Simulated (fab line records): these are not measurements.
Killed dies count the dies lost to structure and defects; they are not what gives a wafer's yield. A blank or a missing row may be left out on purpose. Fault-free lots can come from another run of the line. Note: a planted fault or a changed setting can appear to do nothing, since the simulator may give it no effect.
Chamber matching | flow nand_harc | pecvd-02 running NHARC_A_M0_DEP_32: 3 sister chambers
The step deposits SiCN, target thk 30 nm. 3 wafers are shown with their chamber, then 8 later ones without.

WAFERS PAIRED WITH THEIR CHAMBERS
wafer  | chamber | heater_power_w (W)
L075.5 | 2       | 514
L082.4 | 1       | 542
L085.1 | 0       | 701

WAFERS WHOSE CHAMBER IS MISSING
wafer  | heater_power_w (W)
L085.3 | 707
L085.6 | 553
L087.1 | 615
L087.5 | 706
L087.6 | 601
L092.2 | 450
L092.3 | 624
L092.4 | 682

THE CHAMBER EACH PASSED THROUGH
wafer  | from the rows above          | in truth
L085.3 | 0                            | 0
L085.6 | can't be placed: 1 or 2      | 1
L087.1 | can't be placed: 1 or 0 or 2 | 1
L087.5 | 0                            | 0
L087.6 | can't be placed: 1 or 2 or 0 | 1
L092.2 | can't be placed: 2 or 1      | 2
L092.3 | can't be placed: 0 or 1 or 2 | 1
L092.4 | 0                            | 0
Correct placement for 3 of the 8. Not placeable from these rows: 5 (in 5, the candidates include the true chamber). Number placed wrongly: 0.
How it was worked out, from the rows above alone: a wafer's distance from a chamber is the root of the sum, over the readings, of the square of ((its reading less the chamber's mean) divided by the reading's scatter). The wafer belongs to the nearest chamber; if the next one is less than 2 further off, it can't be placed. Each chamber's mean is taken over the wafers shown for it. The scatter: root of mean squared gap, hidden wafer to nearest shown wafer, with one shown wafer a chamber.
